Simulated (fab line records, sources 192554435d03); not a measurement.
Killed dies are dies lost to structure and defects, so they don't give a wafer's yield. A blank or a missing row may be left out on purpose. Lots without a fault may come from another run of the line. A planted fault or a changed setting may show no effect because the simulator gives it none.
Which tool did it? | flow n5_finfet | 12 lots, 36 wafers sampled, at 4 steps of a route of 1938

WHAT THE GAUGES READ, wafer by wafer
N5_BEOL_M11_RS_MEAS_57: measures by four-point-probe.
lot  | measured     | on            | M11_RS (ohm/sq)
L077 | day 12 02:23 | film_metro-02 | 0.141 0.144 0.143
L076 | day 12 10:34 | film_metro-01 | 0.158 0.139 0.142
L078 | day 13 08:26 | film_metro-01 | 0.145 0.146 0.145
L080 | day 13 16:13 | film_metro-02 | 0.157 0.145 0.155
L085 | day 14 23:48 | film_metro-01 | 0.156 0.148 0.158
L084 | day 15 00:15 | film_metro-02 | 0.149 0.146 0.149
L087 | day 15 02:32 | film_metro-02 | 0.139 0.146 0.145
L090 | day 16 04:01 | film_metro-02 | 0.149 0.144 0.152
L091 | day 16 08:09 | film_metro-02 | 0.153 0.152 0.150
L092 | day 16 19:23 | film_metro-02 | 0.154 0.149 0.151
L094 | day 17 13:22 | film_metro-02 | 0.152 0.147 0.149
L096 | day 17 19:05 | film_metro-02 | 0.144 0.146 0.151

WHICH TOOL RAN EACH LOT (tool, then ch and the chambers of the sampled wafers, then the start)
lot  | N5_BEOL_M11_TRENCH_ETCH_37                    | N5_BEOL_M11_CURE_72           | N5_BEOL_M11_SURFACE_TREAT_76
L077 | rie_diel-04 ch 1,2,3, day 11 22:08 or earlier | uv_cure-03 ch 2, day 11 22:08 | pvd_sputter-03, day 11 23:28
L076 | rie_diel-01 ch 1,2,3, day 12 05:24 or earlier | uv_cure-01 ch 2, day 12 05:24 | pvd_sputter-02, day 12 07:34
L078 | rie_diel-04 ch 1,3, day 13 04:40 or earlier   | uv_cure-03 ch 1, day 13 04:40 | pvd_sputter-01, day 13 07:18
L080 | rie_diel-01 ch 0,1,2, day 13 13:51 or earlier | uv_cure-01 ch 2, day 13 13:51 | pvd_sputter-02, day 13 14:50
L085 | rie_diel-06 ch 1,3, day 14 20:44 or earlier   | uv_cure-03 ch 0, day 14 20:44 | pvd_sputter-01, day 14 22:30
L084 | rie_diel-04 ch 0,1,3, day 14 21:10 or earlier | uv_cure-02 ch 0, day 14 21:10 | pvd_sputter-01, day 14 22:47
L087 | rie_diel-01 ch 2,3, day 14 22:51 or earlier   | uv_cure-02 ch 1, day 14 22:51 | pvd_sputter-01, day 15 01:13
L090 | rie_diel-01 ch 0,2, day 16 01:14 or earlier   | uv_cure-03 ch 1, day 16 01:14 | pvd_sputter-03, day 16 02:29
L091 | rie_diel-01 ch 0,1, day 16 05:26 or earlier   | uv_cure-02 ch 0, day 16 05:26 | pvd_sputter-01, day 16 06:48
L092 | rie_diel-06 ch 0,1,2, day 16 15:32 or earlier | uv_cure-01 ch 1, day 16 15:32 | pvd_sputter-03, day 16 17:59
L094 | rie_diel-01 ch 0,2,3, day 17 08:59 or earlier | uv_cure-03 ch 1, day 17 08:59 | pvd_sputter-03, day 17 11:43
L096 | rie_diel-04 ch 0,2,3, day 17 16:33 or earlier | uv_cure-03 ch 1, day 17 16:33 | pvd_sputter-03, day 17 17:16
- N5_BEOL_M11_TRENCH_ETCH_37: etches SiCOH lowk in C4F6/O2, target depth 148.83 nm, time 48 s.
- N5_BEOL_M11_CURE_72: cures SiCOH lowk, time 120 s.
- N5_BEOL_M11_SURFACE_TREAT_76

THE ANSWER, worked out from the rows above alone
Rule: what is usual is taken from the lots themselves. Put in order of their means at a reading, lots are off if they are a third of the lots or fewer, leave a main group of 4 or more, and stand apart from it by a gap of 3 or more times the standard deviation of the main group's means; of several such gaps the widest counts. A main group whose means are all the same, to the digits that the tables above print for the reading, isn't used. A lot without any number at a reading at which 4 lots or more have one is off too. The other lots that the step has rows for count as sound.
No lot is off at any reading shown: from this, nothing can be told.

WHAT THE SIMULATOR HAD PUT IN
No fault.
